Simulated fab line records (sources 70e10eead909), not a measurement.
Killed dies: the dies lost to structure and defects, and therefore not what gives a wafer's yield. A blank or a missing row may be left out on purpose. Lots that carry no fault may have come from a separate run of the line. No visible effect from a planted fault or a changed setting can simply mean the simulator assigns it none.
What tool caused it?    flow nandHarc    24 lots with 72 wafers sampled at 4 steps, on a route of 1302 steps

== WHAT THE GAUGES READ, wafer by wafer ==
NHARC_A_DECK1_JOINT_THK_MEAS_17: measures by ellipsometry.
lot   measured      on            thkNm (nm)
L074  day 12 07:50  filmMetro-02  46.7 44.0 45.9
L075  day 12 07:40  filmMetro-02  42.9 46.2 45.9
L076  day 13 01:22  filmMetro-02  44.5 46.2 43.7
L077  day 13 14:22  filmMetro-02  44.9 46.3 45.6
L078  day 14 01:04  filmMetro-01  45.8 45.5 44.2
L079  day 14 06:23  filmMetro-01  44.1 44.4 44.8
L080  day 14 19:53  filmMetro-01  44.1 44.3 44.8
L081  day 14 19:53  filmMetro-02  43.6 43.5 43.8
L082  day 15 14:45  filmMetro-02  44.6 45.4 44.0
L083  day 15 14:44  filmMetro-01  46.1 46.0 47.0
L084  day 16 12:51  filmMetro-01  45.6 45.6 47.7
L085  day 16 12:52  filmMetro-02  47.2 47.7 46.1
L086  day 17 03:08  filmMetro-01  44.6 46.4 45.0
L087  day 18 04:51  filmMetro-01  43.5 46.4 46.9
L089  day 18 11:02  filmMetro-01  43.9 44.9 45.2
L088  day 18 11:02  filmMetro-02  45.4 44.8 46.5
L090  day 19 02:14  filmMetro-02  45.3 45.9 45.3
L091  day 19 10:19  filmMetro-02  43.9 43.9 44.3
L092  day 19 10:19  filmMetro-01  44.3 46.2 47.2
L093  day 20 07:47  filmMetro-02  46.2 45.1 46.1
L094  day 20 20:58  filmMetro-02  44.7 42.9 46.7
L095  day 21 06:57  filmMetro-02  45.2 43.9 46.7
L097  day 22 06:55  filmMetro-02  45.3 45.3 45.5
L096  day 22 06:53  filmMetro-01  43.6 45.3 43.7

NHARC_A_ONON_D2_THK_MEAS_08: measures by ellipsometry.
lot   measured      on            thkNm (nm)
L074  day 12 09:40  filmMetro-02  1000 1000 1000
L075  day 12 09:27  filmMetro-01  995 996 995
L076  day 13 03:07  filmMetro-02  988 990 989
L077  day 13 16:06  filmMetro-02  989 989 989
L078  day 14 02:48  filmMetro-01  999 999 998
L079  day 14 08:09  filmMetro-01  1004 1005 1006
L080  day 14 21:38  filmMetro-01  979 978 980
L081  day 14 21:38  filmMetro-02  1003 1002 1003
L082  day 15 16:29  filmMetro-01  986 986 989
L083  day 15 16:29  filmMetro-02  1006 1008 1006
L084  day 16 14:36  filmMetro-01  997 999 997
L085  day 16 14:37  filmMetro-01  1006 1007 1006
L086  day 17 04:53  filmMetro-02  1005 1005 1004
L087  day 18 06:36  filmMetro-01  985 985 986
L089  day 18 12:47  filmMetro-02  1009 1008 1010
L088  day 18 12:46  filmMetro-01  980 980 979
L090  day 19 03:59  filmMetro-02  1013 1012 1012
L091  day 19 12:04  filmMetro-02  999 998 998
L092  day 19 12:03  filmMetro-01  995 996 994
L093  day 20 09:32  filmMetro-01  1001 1002 1002
L094  day 20 22:43  filmMetro-02  1006 1005 1008
L095  day 21 08:42  filmMetro-02  993 993 994
L097  day 22 08:40  filmMetro-02  999 997 1000
L096  day 22 08:38  filmMetro-01  1008 1009 1010

NHARC_A_CHANNEL_HOLE_D2_OVL_MEAS_11.
lot   measured      on          overlayXNm (nm)  overlayYNm (nm)
L074  day 13 00:29  overlay-01  -1.1 -1.2 -1.2   0.2 0.6 0.3
L075  day 13 00:13  overlay-01  0.0 0.2 0.5      -0.2 0.0 -0.2
L076  day 13 19:24  overlay-01  -1.6 -1.4 -1.5   -0.7 -0.1 -0.4
L077  day 14 10:04  overlay-02  0.2 0.3 1.1      -0.2 -0.1 0.1
L078  day 14 18:25  overlay-01  0.4 -0.4 0.7     0.0 -0.1 -0.4
L079  day 14 22:38  overlay-02  0.0 0.1 -0.1     0.9 0.8 0.0
L080  day 15 11:55  overlay-01  -0.2 -0.5 0.0    1.8 0.9 0.5
L081  day 15 11:46  overlay-02  -0.3 0.2 -0.5    -1.0 -1.1 -1.1
L082  day 16 10:23  overlay-02  -0.5 -0.4 -0.3   -0.2 0.1 0.3
L083  day 16 10:13  overlay-01  1.3 0.4 0.5      -0.2 0.2 -0.1
L084  day 17 08:13  overlay-01  -0.6 -0.8 -1.8   -0.5 -0.4 -0.8
L085  day 17 09:34  overlay-02  -0.2 0.3 0.3     0.4 0.1 0.3
L086  day 17 22:35  overlay-02  0.1 0.1 0.5      -0.5 -0.2 -0.5
L087  day 18 20:42  overlay-01  -0.3 0.0 0.0     -0.3 -0.3 0.2
L089  day 19 08:54  overlay-01  0.1 -0.3 -0.5    0.3 0.1 0.4
L088  day 19 07:01  overlay-01  -1.0 -0.7 -1.0   -0.9 -0.5 -0.4
L090  day 19 21:49  overlay-01  0.8 2.1 1.7      -0.7 -0.8 -0.1
L091  day 20 03:00  overlay-01  0.7 0.0 0.2      -0.1 -0.6 -0.7
L092  day 20 04:34  overlay-01  0.9 0.1 0.6      0.3 -0.2 0.3
L093  day 21 00:00  overlay-01  1.0 0.7 0.5      0.9 1.2 1.2
L094  day 21 15:12  overlay-02  -0.4 -0.4 -0.6   -1.0 -1.4 -1.3
L095  day 22 00:07  overlay-01  -0.6 -0.4 -0.3   1.0 0.1 0.7
L097  day 23 00:17  overlay-01  -1.3 -0.4 -0.8   1.3 1.1 1.5
L096  day 23 00:47  overlay-02  0.6 0.7 0.4      -1.0 -0.3 -0.5

== WHAT TOOL EACH LOT RAN ON (gives the tool, then ch and the chambers of the sampled wafers, and finally the start) ==
lot   NHARC_A_CHANNEL_FILL_D1_ALD_02
L074  aldHk-02 ch 0,2, day 8 22:37
L075  aldHk-01 ch 1,2,3, day 8 22:37
L076  aldHk-01 ch 0,2, day 9 12:54
L077  aldHk-02 ch 0,1,3, day 10 02:08
L078  aldHk-02 ch 0,1, day 10 08:31
L079  aldHk-03 ch 0,1,2, day 10 18:00
L080  aldHk-02 ch 1,2, day 11 10:20
L081  aldHk-03 ch 1,2,3, day 11 14:26
L082  aldHk-02 ch 0,1,2, day 12 05:18
L083  aldHk-03 ch 1,3, day 12 07:59
L084  aldHk-03 ch 2,3, day 13 02:08
L085  aldHk-01 ch 1,2, day 13 02:08
L086  aldHk-03 ch 1,2,3, day 13 15:38
L087  aldHk-02 ch 1,2, day 14 10:34
L089  aldHk-02 ch 0,2,3, day 14 23:43
L088  aldHk-02 ch 0,3, day 15 00:05
L090  aldHk-03 ch 2,3, day 15 14:26
L091  aldHk-02 ch 2,3, day 15 23:15
L092  aldHk-03 ch 0,2,3, day 16 00:09
L093  aldHk-03 ch 1,2,3, day 16 15:37
L094  aldHk-01 ch 1,2,3, day 17 04:42
L095  aldHk-01 ch 0,1, day 17 15:17
L097  aldHk-01 ch 1,2,3, day 18 15:22
L096  aldHk-03 ch 0,2,3, day 18 15:44
- NHARC_A_CHANNEL_FILL_D1_ALD_02: deposits SiO2, target thk 6 nm, pulse time 10 s, ald cycles 60.

== WHAT THE TOOLS THEMSELVES READ (means of the sampled wafers that have a number; where no wafer has one, the mark that the record gives instead) ==
NHARC_A_CHANNEL_FILL_D1_ALD_02.
lot   tool      heaterPowerW (W)  precursorPulseHeightRel
L074  aldHk-02  479               0.995
L075  aldHk-01  479               0.970
L076  aldHk-01  511               1.007
L077  aldHk-02  477               1.008
L078  aldHk-02  484               0.973
L079  aldHk-03  485               0.982
L080  aldHk-02  482               1.019
L081  aldHk-03  464               0.992
L082  aldHk-02  487               1.001
L083  aldHk-03  454               0.999
L084  aldHk-03  423               1.006
L085  aldHk-01  457               1.016
L086  aldHk-03  469               1.014
L087  aldHk-02  479               1.004
L089  aldHk-02  489               1.005
L088  aldHk-02  487               0.990
L090  aldHk-03  440               1.002
L091  aldHk-02  477               1.036
L092  aldHk-03  443               1.005
L093  aldHk-03  483               0.989
L094  aldHk-01  476               1.005
L095  aldHk-01  494               0.985
L097  aldHk-01  487               1.001
L096  aldHk-03  442               1.003

== THE ANSWER, worked out from the rows above alone ==
Rule: what is usual is taken from the lots themselves. The widest of any qualifying gaps counts: lots, ordered by their means at a reading, are off when they make up no more than a third of the lots, leave a main group of 4 or more, and stand apart from it by 3 or more times the standard deviation of that group's means. If all means in a main group match to the digits the tables above print for the reading, that group is not used. A lot without any number at a reading at which 4 lots or more have one is off too. Any other lot the step has rows for is counted as sound. The gauges are gone through in route order, then the tools' own readings, and for those a lot's mean is taken as printed above. At the first step where some lot is off, the reading lying furthest off is the one used; lots without a number count as furthest.
None of the lots is off at any reading shown; this tells nothing.

== WHAT THE SIMULATOR HAD INSERTED ==
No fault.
